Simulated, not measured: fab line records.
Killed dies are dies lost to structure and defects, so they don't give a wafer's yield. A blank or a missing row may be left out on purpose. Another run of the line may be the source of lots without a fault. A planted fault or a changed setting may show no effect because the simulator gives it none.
Which tool was responsible? :: flow n5Finfet :: 9 lots, 27 wafers sampled, at 6 steps of a route of 1938

## WHAT EACH GAUGE READ, for each wafer
N5_SD_EPI_P_OVL_MEAS_10.
lot: L120
measured: day 3 08:00
on: overlay-02
SD_P_BLK_OVL (nm): -0.7 -0.9 -0.1

lot: L127
measured: day 5 00:13
on: overlay-01
SD_P_BLK_OVL (nm): -0.9 -1.4 -1.6

lot: L128
measured: day 5 06:44
on: overlay-01
SD_P_BLK_OVL (nm): -1.0 -0.3 -0.8

lot: L130
measured: day 5 20:17
on: overlay-02
SD_P_BLK_OVL (nm): -1.0 -0.9 -0.1

lot: L131
measured: day 6 01:31
on: overlay-01
SD_P_BLK_OVL (nm): 1.0 -0.3 -0.2

lot: L132
measured: day 6 12:34
on: overlay-01
SD_P_BLK_OVL (nm): -1.1 -0.6 -1.3

lot: L133
measured: day 6 13:01
on: overlay-02
SD_P_BLK_OVL (nm): 0.1 0.7 0.4

lot: L140
measured: day 8 05:52
on: overlay-02
SD_P_BLK_OVL (nm): -0.1 -0.6 0.1

lot: L141
measured: day 8 10:51
on: overlay-02
SD_P_BLK_OVL (nm): 0.1 0.1 -1.8

N5_SD_ACTIVATION_RS_MEAS_03: a four-point-probe measurement.
lot: L120
measured: day 3 12:15
on: filmMetro-02
RS_SD_N (ohm/sq): 21.66 21.77 21.92
RS_SD_P (ohm/sq): 55.0 56.1 55.4

lot: L127
measured: day 5 04:39
on: filmMetro-02
RS_SD_N (ohm/sq): 22.83 22.69 22.45
RS_SD_P (ohm/sq): 57.6 57.3 56.7

lot: L128
measured: day 5 11:04
on: filmMetro-01
RS_SD_N (ohm/sq): 21.92 21.83 21.86
RS_SD_P (ohm/sq): 56.0 56.1 56.1

lot: L130
measured: day 6 00:47
on: filmMetro-02
RS_SD_N (ohm/sq): 22.02 22.18 22.10
RS_SD_P (ohm/sq): 58.1 57.0 56.1

lot: L131
measured: day 6 05:49
on: filmMetro-02
RS_SD_N (ohm/sq): 21.66 21.59 21.54
RS_SD_P (ohm/sq): 127.8 127.4 126.6

lot: L132
measured: day 6 16:53
on: filmMetro-01
RS_SD_N (ohm/sq): 22.08 21.72 21.70
RS_SD_P (ohm/sq): 118.2 118.7 119.2

lot: L133
measured: day 6 17:43
on: filmMetro-02
RS_SD_N (ohm/sq): 21.71 21.91 21.90
RS_SD_P (ohm/sq): 55.0 54.4 56.1

lot: L140
measured: day 8 10:05
on: filmMetro-02
RS_SD_N (ohm/sq): 21.75 22.13 21.83
RS_SD_P (ohm/sq): 55.7 54.7 54.8

lot: L141
measured: day 8 15:37
on: filmMetro-01
RS_SD_N (ohm/sq): 21.74 21.79 21.73
RS_SD_P (ohm/sq): 57.3 58.2 57.0

N5_ILD0_THK_MEAS_13.
lot: L120
measured: day 3 18:49
on: filmMetro-02
thkNm (nm): 18.4 17.8 17.6

lot: L127
measured: day 5 11:48
on: filmMetro-01
thkNm (nm): 18.8 17.4 18.2

lot: L128
measured: day 5 18:05
on: filmMetro-02
thkNm (nm): 17.2 16.9 18.4

lot: L130
measured: day 6 07:19
on: filmMetro-01
thkNm (nm): 18.3 17.5 17.3

lot: L131
measured: day 6 12:33
on: filmMetro-02
thkNm (nm): 16.0 17.5 17.6

lot: L132
measured: day 6 23:37
on: filmMetro-01
thkNm (nm): 17.4 20.3 16.6

lot: L133
measured: day 7 00:38
on: filmMetro-02
thkNm (nm): 16.0 16.2 17.6

lot: L140
measured: day 8 16:55
on: filmMetro-01
thkNm (nm): 17.0 17.2 16.8

lot: L141
measured: day 8 22:23
on: filmMetro-01
thkNm (nm): 18.4 18.2 16.2

N5_BEOL_M4_RC_MEAS_101.
lot: L120
measured: day 7 22:57
on: prober-02
DIBL_N (mV/V): 37.0 36.5 36.5
DIBL_P (mV/V): 37.6 35.3 36.1
IOFF_N (nA/um): 0.15 0.13 0.13
IOFF_P (nA/um): 0.22 0.18 0.19
ION_N (uA/um): 676 657 660
ION_P (uA/um): 466 450 457
RC_DENSE_P (ohm.um): 23.3 23.4 23.1
RC_P (ohm.um): 19.0 19.1 18.8
REXT_P (ohm.um): 100.9 102.2 102.0
RS_SD_P (ohm/sq): 64.4 66.1 64.9
SS_N (mV/dec): 71.2 71.2 71.4
SS_P (mV/dec): 73.8 73.2 72.7
VT_N (mV): 250 253 252
VT_P (mV): -250 -253 -251

lot: L127
measured: day 9 11:01
on: prober-02
DIBL_N (mV/V): 35.9 33.1 36.3
DIBL_P (mV/V): 36.7 32.7 36.9
IOFF_N (nA/um): 0.16 0.11 0.17
IOFF_P (nA/um): 0.22 0.16 0.22
ION_N (uA/um): 684 657 678
ION_P (uA/um): 462 456 460
RC_DENSE_P (ohm.um): 24.5 23.1 23.9
RC_P (ohm.um): 19.9 18.8 19.4
REXT_P (ohm.um): 101.1 97.4 98.9
RS_SD_P (ohm/sq): 68.2 67.7 66.7
SS_N (mV/dec): 70.7 70.2 71.2
SS_P (mV/dec): 73.4 71.7 73.2
VT_N (mV): 248 252 247
VT_P (mV): -252 -254 -248

lot: L128
measured: day 9 13:34
on: prober-02
DIBL_N (mV/V): 36.2 39.5 36.9
DIBL_P (mV/V): 38.6 41.0 38.6
IOFF_N (nA/um): 0.18 0.23 0.18
IOFF_P (nA/um): 0.23 0.26 0.21
ION_N (uA/um): 695 689 679
ION_P (uA/um): 470 451 456
RC_DENSE_P (ohm.um): 22.3 23.4 22.8
RC_P (ohm.um): 18.0 18.9 18.6
REXT_P (ohm.um): 100.5 102.2 102.4
RS_SD_P (ohm/sq): 65.8 66.1 66.3
SS_N (mV/dec): 72.5 73.2 72.7
SS_P (mV/dec): 73.3 75.1 74.0
VT_N (mV): 245 245 248
VT_P (mV): -250 -253 -254

lot: L130
measured: day 10 09:46
on: prober-01
DIBL_N (mV/V): 35.1 33.3 36.9
DIBL_P (mV/V): 35.3 33.8 37.2
IOFF_N (nA/um): 0.13 0.11 0.16
IOFF_P (nA/um): 0.17 0.15 0.20
ION_N (uA/um): 665 658 675
ION_P (uA/um): 456 457 459
RC_DENSE_P (ohm.um): 23.4 23.3 23.4
RC_P (ohm.um): 19.0 19.0 19.3
REXT_P (ohm.um): 103.2 101.8 103.9
RS_SD_P (ohm/sq): 67.7 67.5 66.3
SS_N (mV/dec): 70.7 70.6 72.0
SS_P (mV/dec): 72.8 73.1 73.7
VT_N (mV): 253 255 251
VT_P (mV): -254 -257 -251

lot: L131
measured: day 11 04:35
on: prober-02
DIBL_N (mV/V): 37.5 36.8 39.8
DIBL_P (mV/V): 30.3 29.5 33.8
IOFF_N (nA/um): 0.17 0.16 0.23
IOFF_P (nA/um): 0.12 0.11 0.17
ION_N (uA/um): 689 670 699
ION_P (uA/um): 416 406 422
RC_DENSE_P (ohm.um): 41.1 43.0 43.0
RC_P (ohm.um): 34.0 34.8 35.5
REXT_P (ohm.um): 187.1 191.5 187.4
RS_SD_P (ohm/sq): 142.9 142.8 139.9
SS_N (mV/dec): 71.7 71.8 72.4
SS_P (mV/dec): 71.7 71.8 72.6
VT_N (mV): 248 248 243
VT_P (mV): -256 -255 -250

lot: L132
measured: day 11 13:04
on: prober-01
DIBL_N (mV/V): 38.2 34.0 36.5
DIBL_P (mV/V): 32.4 26.9 29.5
IOFF_N (nA/um): 0.20 0.13 0.17
IOFF_P (nA/um): 0.15 0.10 0.13
ION_N (uA/um): 686 665 675
ION_P (uA/um): 416 406 413
RC_DENSE_P (ohm.um): 40.2 41.8 39.7
RC_P (ohm.um): 33.1 33.8 32.7
REXT_P (ohm.um): 177.9 179.1 175.1
RS_SD_P (ohm/sq): 131.7 130.4 132.7
SS_N (mV/dec): 71.8 70.9 70.3
SS_P (mV/dec): 72.9 71.0 72.2
VT_N (mV): 245 251 250
VT_P (mV): -256 -258 -256

lot: L133
measured: day 11 05:10
on: prober-01
DIBL_N (mV/V): 36.8 35.0 34.6
DIBL_P (mV/V): 38.0 35.3 36.1
IOFF_N (nA/um): 0.17 0.14 0.14
IOFF_P (nA/um): 0.24 0.20 0.21
ION_N (uA/um): 676 655 679
ION_P (uA/um): 465 459 470
RC_DENSE_P (ohm.um): 23.2 23.9 23.3
RC_P (ohm.um): 19.1 19.4 19.1
REXT_P (ohm.um): 99.9 100.6 101.8
RS_SD_P (ohm/sq): 65.1 64.4 66.1
SS_N (mV/dec): 71.6 71.8 71.0
SS_P (mV/dec): 73.1 73.2 73.0
VT_N (mV): 249 253 249
VT_P (mV): -245 -247 -246

lot: L140
measured: day 13 07:49
on: prober-01
DIBL_N (mV/V): 37.3 35.4 35.8
DIBL_P (mV/V): 37.4 36.2 35.8
IOFF_N (nA/um): 0.19 0.16 0.17
IOFF_P (nA/um): 0.26 0.23 0.23
ION_N (uA/um): 682 676 688
ION_P (uA/um): 470 472 471
RC_DENSE_P (ohm.um): 23.4 23.1 23.1
RC_P (ohm.um): 18.9 19.0 18.7
REXT_P (ohm.um): 99.3 98.0 98.1
RS_SD_P (ohm/sq): 65.2 64.5 64.6
SS_N (mV/dec): 71.5 70.8 70.9
SS_P (mV/dec): 73.0 73.6 72.9
VT_N (mV): 244 247 247
VT_P (mV): -246 -248 -248

lot: L141
measured: day 13 22:16
on: prober-02
DIBL_N (mV/V): 36.2 37.0 35.5
DIBL_P (mV/V): 39.0 39.4 37.0
IOFF_N (nA/um): 0.16 0.16 0.14
IOFF_P (nA/um): 0.23 0.22 0.19
ION_N (uA/um): 667 662 672
ION_P (uA/um): 459 451 461
RC_DENSE_P (ohm.um): 23.6 23.9 23.5
RC_P (ohm.um): 19.4 19.6 19.1
REXT_P (ohm.um): 101.0 104.9 102.4
RS_SD_P (ohm/sq): 66.2 67.3 66.1
SS_N (mV/dec): 71.7 71.6 71.8
SS_P (mV/dec): 73.3 73.5 73.1
VT_N (mV): 252 249 252
VT_P (mV): -248 -250 -250

## TOOL THAT RAN EACH LOT (tool first, then ch and the chambers of the sampled wafers, then the start)
lot: L120
N5_SD_EPI_N_DESCUM_14: rieDiel-06 ch 1,2,3, day 3 03:37
N5_SD_EPI_P_EPI_21: epiRpcvd-01 ch 0, day 3 09:26

lot: L127
N5_SD_EPI_N_DESCUM_14: rieDiel-04 ch 2,3, day 4 19:38
N5_SD_EPI_P_EPI_21: epiRpcvd-04 ch 0, day 5 01:41

lot: L128
N5_SD_EPI_N_DESCUM_14: rieDiel-04 ch 0,1,2, day 5 01:36
N5_SD_EPI_P_EPI_21: epiRpcvd-04 ch 0, day 5 08:52

lot: L130
N5_SD_EPI_N_DESCUM_14: rieDiel-05 ch 1,2, day 5 16:02
N5_SD_EPI_P_EPI_21: epiRpcvd-04 ch 0, day 5 22:18

lot: L131
N5_SD_EPI_N_DESCUM_14: rieDiel-04 ch 1,2,3, day 5 20:25
N5_SD_EPI_P_EPI_21: epiRpcvd-04 ch 0, day 6 03:20

lot: L132
N5_SD_EPI_N_DESCUM_14: rieDiel-05 ch 1,2,3, day 6 07:02
N5_SD_EPI_P_EPI_21: epiRpcvd-04 ch 0, day 6 14:04

lot: L133
N5_SD_EPI_N_DESCUM_14: rieDiel-05 ch 0,1, day 6 08:45
N5_SD_EPI_P_EPI_21: epiRpcvd-03 ch 0, day 6 15:54

lot: L140
N5_SD_EPI_N_DESCUM_14: rieDiel-04 ch 1,3, day 8 00:58
N5_SD_EPI_P_EPI_21: epiRpcvd-01 ch 0, day 8 07:16

lot: L141
N5_SD_EPI_N_DESCUM_14: rieDiel-04 ch 2,3, day 8 06:18
N5_SD_EPI_P_EPI_21: epiRpcvd-01 ch 0, day 8 12:22
- N5_SD_EPI_N_DESCUM_14: chemistry O2, time 7.9 s.
- N5_SD_EPI_P_EPI_21: deposits SiGe:B, time 355 s.

## AS READ BY THE TOOLS THEMSELVES (means over the sampled wafers that have a number; for cases with no such wafer, the mark the record gives instead)
N5_SD_EPI_N_DESCUM_14.
lot: L120
tool: rieDiel-06
drypumpMotorCurrentA (A): 5.4
oesProductAu (a.u.): 0.71
rfVppV (V): 242.4
showerheadPlenumPTorr (Torr): 2.05
throttleValvePct (%): 20.60

lot: L127
tool: rieDiel-04
drypumpMotorCurrentA (A): 4.9
oesProductAu (a.u.): 0.75
rfVppV (V): 242.4
showerheadPlenumPTorr (Torr): 2.07
throttleValvePct (%): 20.61

lot: L128
tool: rieDiel-04
drypumpMotorCurrentA (A): 5.6
oesProductAu (a.u.): 0.80
rfVppV (V): 243.7
showerheadPlenumPTorr (Torr): 2.17
throttleValvePct (%): 20.51

lot: L130
tool: rieDiel-05
drypumpMotorCurrentA (A): 6.4
oesProductAu (a.u.): 0.80
rfVppV (V): 242.1
showerheadPlenumPTorr (Torr): 2.07
throttleValvePct (%): 20.38

lot: L131
tool: rieDiel-04
drypumpMotorCurrentA (A): 5.2
oesProductAu (a.u.): 0.80
rfVppV (V): 243.0
showerheadPlenumPTorr (Torr): 2.11
throttleValvePct (%): 20.59

lot: L132
tool: rieDiel-05
drypumpMotorCurrentA (A): 6.0
oesProductAu (a.u.): 0.79
rfVppV (V): 242.8
showerheadPlenumPTorr (Torr): 2.06
throttleValvePct (%): 20.45

lot: L133
tool: rieDiel-05
drypumpMotorCurrentA (A): 5.8
oesProductAu (a.u.): 0.74
rfVppV (V): 242.3
showerheadPlenumPTorr (Torr): 2.05
throttleValvePct (%): 20.71

lot: L140
tool: rieDiel-04
drypumpMotorCurrentA (A): 5.1
oesProductAu (a.u.): 0.78
rfVppV (V): 242.3
showerheadPlenumPTorr (Torr): 2.05
throttleValvePct (%): 20.69

lot: L141
tool: rieDiel-04
drypumpMotorCurrentA (A): 4.9
oesProductAu (a.u.): 0.71
rfVppV (V): 244.5
showerheadPlenumPTorr (Torr): 2.12
throttleValvePct (%): 20.60

## THE ANSWER, worked out from the rows above alone
Rule: usual is defined by the lots themselves. Put in order of their means at a reading, lots are off if they are a third of the lots or fewer, leave a main group of 4 or more, and stand apart from it by a gap of 3 or more times the standard deviation of the main group's means; of several such gaps the widest counts. If all means in a main group match to the digits the tables above print for the reading, that group is not used. A lot without any number at a reading at which 4 lots or more have one is off too. All remaining lots with rows at the step are treated as sound. The gauges are gone through in route order, then the tools' own readings, and for those a lot's mean is taken as printed above. At the first step where some lot is off, the reading lying furthest off is the one used; lots without a number count as furthest.
Off: at N5_SD_ACTIVATION_RS_MEAS_03 (RS_SD_P), L131, L132. Main group: mean 56.2 ohm/sq, sd 0.95.
If a tool, at a process step before that reading, ran all the lots that are off and no sound lot after the first of them, it fits. Not tried: the gauges at N5_SD_ACTIVATION_RS_MEAS_03; whatever is off there is also off at N5_BEOL_M4_RC_MEAS_101, on other tools, and gauge error can't account for it. One candidate fits, namely epiRpcvd-04 at N5_SD_EPI_P_EPI_21. Its last sound lot is L130 (day 5 22:18), its first lot that is off L131 (day 6 03:20): a fault that began between those two fits.

## WHAT THE SIMULATOR PUT IN
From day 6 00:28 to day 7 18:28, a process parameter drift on epiRpcvd-04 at N5_SD_EPI_P_EPI_21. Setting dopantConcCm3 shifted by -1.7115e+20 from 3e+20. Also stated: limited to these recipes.
Shown lots that were struck: L131, L132. The same result came from the rule above.
